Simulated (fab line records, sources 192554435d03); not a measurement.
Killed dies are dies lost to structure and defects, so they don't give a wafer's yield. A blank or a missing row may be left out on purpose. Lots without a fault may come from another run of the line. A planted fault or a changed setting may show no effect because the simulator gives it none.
A struck lot beside a sound one | flow n5_finfet | 38 steps out of a route of 1938
Sound: wafers L383.3, L383.4, L383.5. Struck: wafers L386.2, L386.4, L386.6. The cause comes at the end.
At each step with rows: each side's tool, then ch and its chambers, then its first start. Under that, the readings that differ: sound wafers | struck wafers | difference of the means | sigmas: that difference in standard deviations of wafers without a fault.
alike: readings whose means differ by less than 2 such deviations, and words and numbers that are the same on both sides. not compared: withheld readings, readings that some wafer has no value for, bounds like >300 that may hide the same value, and numbers for which the record gives no deviation and whose values overlap.
The two part at a step that has a row with sigmas, a row that says differs or no value, or rows on one side only. Numbers that don't overlap but have no deviation are shown without sigmas and don't part them. A reading that every wafer of one side lacks parts them only if that side has two wafers or more.

first, 12 steps without rows for these wafers: N5_BEOL_M4_ANNEAL_95 (time 240 s); N5_BEOL_M4_SPUTTER_96 (material Cu, target thk 4.5 nm, time 8.29 s); N5_BEOL_M4_ECD_50 (material Cu, target thk 300 nm); N5_BEOL_M4_ANNEAL_51 (time 90 s); N5_BEOL_M4_CMP_52 (polishes, stops on SiOC, t overpolish 6.8 s, target thk 40 nm); N5_BEOL_M4_PRE_CLEAN_60 (time 15 s); N5_BEOL_M4_CO_CAP_55 (material Co, precursor CCTBA/H2, target thk 2 nm, time 102.1 s); N5_BEOL_M4_PRE_CLEAN_56 (time 15 s); N5_BEOL_M4_DEP_57 (deposits SiCN from 3MS/NH3, target thk 8 nm, time 14 s); N5_BEOL_M5_ILD_DEP_00 (deposits SiCOH lowk from DEMS/porogen, target thk 140.64 nm, time 25.9 s); N5_BEOL_M5_CURE_79 (cures SiCOH lowk, time 240 s); N5_BEOL_M5_PECVD_70 (deposits SiO2 from TEOS/O2, target thk 16 nm, time 18 s).
N5_BEOL_M5_HM_DEP_02: deposits TiN, target thk 20 nm.
  sound on pvd_sputter-03, day 9 23:44; struck on pvd_sputter-03, day 10 00:25
  reading                                    | sound          | struck         | difference | sigmas
  model.TiN_of_BEOL_M5_HM_DEP_02.thk_nm (nm) | 19.8 20.2 19.8 | 33.8 33.8 33.8 | +13.9      |
  alike: throttle_valve_pct
then, 16 steps without rows for these wafers: N5_BEOL_M5_COAT_59 (time 60 s, resist thk 60 nm); N5_BEOL_M5_COAT_60 (time 60 s, resist thk 12 nm); N5_BEOL_M5_COAT_71 (time 60 s, resist thk 5 nm); N5_BEOL_M5_COAT_05 (resist thk 30 nm); N5_BEOL_M5_EBR_07; N5_BEOL_M5_SOFTBAKE_06 (time 60 s); N5_BEOL_M5_EXPOSE_08 (exposes mask M5, target cd 28 nm); N5_BEOL_M5_PEB_09 (peb time 60 s); N5_BEOL_M5_DEVELOP_10 (develop time 30 s); N5_BEOL_M5_DESCUM_16 (chemistry O2, time 7 s); N5_BEOL_M5_ETCH_72 (etches underlayer in N2/H2, target depth 6.5 nm, time 5.2 s); N5_BEOL_M5_ETCH_61 (etches SiARC in CF4, target depth 15.6 nm, time 26 s); N5_BEOL_M5_ETCH_62 (etches SOC in N2/H2, target depth 75 nm, overetch 15 nm, time 112.5 s); N5_BEOL_M5_STRIP_63 (strips in N2/H2); N5_BEOL_M5_STRIP_73 (strips in N2/H2); N5_BEOL_M5_STRIP_64 (strips in CF4).
N5_BEOL_M5_HM_OPEN_17: chemistry Cl2/BCl3, target TiN, target depth 20 nm, overetch 6 nm.
  sound on rie_metal-03 ch 0,1, day 10 00:38; struck on rie_metal-03 ch 0,1, day 10 01:29
  reading                  | sound             | struck            | difference | sigmas
  model.etch.depth_nm (nm) | 19.84 20.24 19.84 | 26.01 26.13 25.73 | +5.98      |
  alike: bias_w, chamber_pressure_mTorr, drypump_motor_current_A, oes_ar_750_au, oes_product_au, throttle_valve_pct
  not compared: rf_hours_counter_h
then, 3 steps without rows for these wafers: N5_BEOL_M5_STRIP_19 (strips in O2); N5_BEOL_M5_COAT_65 (time 60 s, resist thk 60 nm); N5_BEOL_M5_COAT_66 (time 60 s, resist thk 12 nm).
N5_BEOL_M5_VIA_ETCH_34: etches SiCOH lowk in C4F6/O2, target depth 88.3 nm, time 39.2 s.
  sound on rie_diel-05 ch 0,3, day 10 06:10; struck on rie_diel-01 ch 0,3, day 10 06:00
  reading               | sound          | struck         | difference | sigmas
  oes_ar_750_au (a.u.)  | 0.72 0.72 0.70 | 0.88 0.85 0.89 | +0.16      | +2
  oes_product_au (a.u.) | 0.70 0.70 0.70 | 0.32 0.31 0.32 | -0.38      | -5
  alike: C4F6_flow_sccm, O2_flow_sccm, bias_w, chamber_pressure_mTorr, drypump_motor_current_A, rf_vpp_V, showerhead_plenum_p_Torr, throttle_valve_pct
  not compared: rf_hours_counter_h
N5_BEOL_M5_TRENCH_ETCH_37: etches SiCOH lowk in C4F6/O2, target depth 71.652 nm, time 24.7 s.
  sound on rie_diel-05 ch 0,3; struck on rie_diel-01 ch 0,3
  reading                                    | sound          | struck         | difference | sigmas
  oes_ar_750_au (a.u.)                       | 0.73 0.73 0.69 | 0.87 0.85 0.88 | +0.15      | +2
  oes_product_au (a.u.)                      | 0.70 0.70 0.70 | 0.89 0.84 0.89 | +0.17      | +2
  model.TiN_of_BEOL_M5_HM_DEP_02.thk_nm (nm) | 17.8 18.2 17.8 | 31.6 31.8 31.6 | +13.7      |
  alike: C4F6_flow_sccm, O2_flow_sccm, bias_w, chamber_pressure_mTorr, drypump_motor_current_A, rf_vpp_V, showerhead_plenum_p_Torr, throttle_valve_pct
  not compared: rf_hours_counter_h
N5_BEOL_M5_OCD_MEAS_38:
  sound on ocd-02, day 10 06:24; struck on ocd-02, day 10 06:14
  reading              | sound          | struck | difference                    | sigmas
  trench_depth_nm (nm) | 69.5 68.7 69.6 | - - -  | no value on the struck wafers |
N5_BEOL_M5_CD_MEAS_35: target cd 28 nm, target cd y 24 nm.
  sound on cd_sem-01, day 10 06:33; struck on cd_sem-03, day 10 06:24
  reading    | sound          | struck | difference                    | sigmas
  cd_nm (nm) | 28.8 28.4 28.4 | - - -  | no value on the struck wafers |
-- the record jumps here: 4 days lie between the struck wafers' starts before and after (it left off in module BEOL_M5 and takes up again in module PASSIVATION, whose first step shown is number 1936 of the route) --
N5_PASSIVATION_PROBE_49:
  sound on prober-01, day 14 13:17; struck on prober-01, day 14 15:13
  reading         | sound       | struck         | difference | sigmas
  killed_at_M4_up | 9 21 7      | 1103 1105 1103 | +1091      | +99 or more
  killed_dies     | 134 115 116 | 1180 1180 1180 | +1058      | +62
  killed_on_rim   | 24 15 10    | 152 152 152    | +136       | +35
  alike: killed_at_M0_to_M3, killed_at_contacts, killed_at_front_end, killed_at_other, killed_open, killed_short

WHERE THEY PART
First at N5_BEOL_M5_VIA_ETCH_34; last, within this record, at N5_PASSIVATION_PROBE_49.

WHY: what the simulator had put in
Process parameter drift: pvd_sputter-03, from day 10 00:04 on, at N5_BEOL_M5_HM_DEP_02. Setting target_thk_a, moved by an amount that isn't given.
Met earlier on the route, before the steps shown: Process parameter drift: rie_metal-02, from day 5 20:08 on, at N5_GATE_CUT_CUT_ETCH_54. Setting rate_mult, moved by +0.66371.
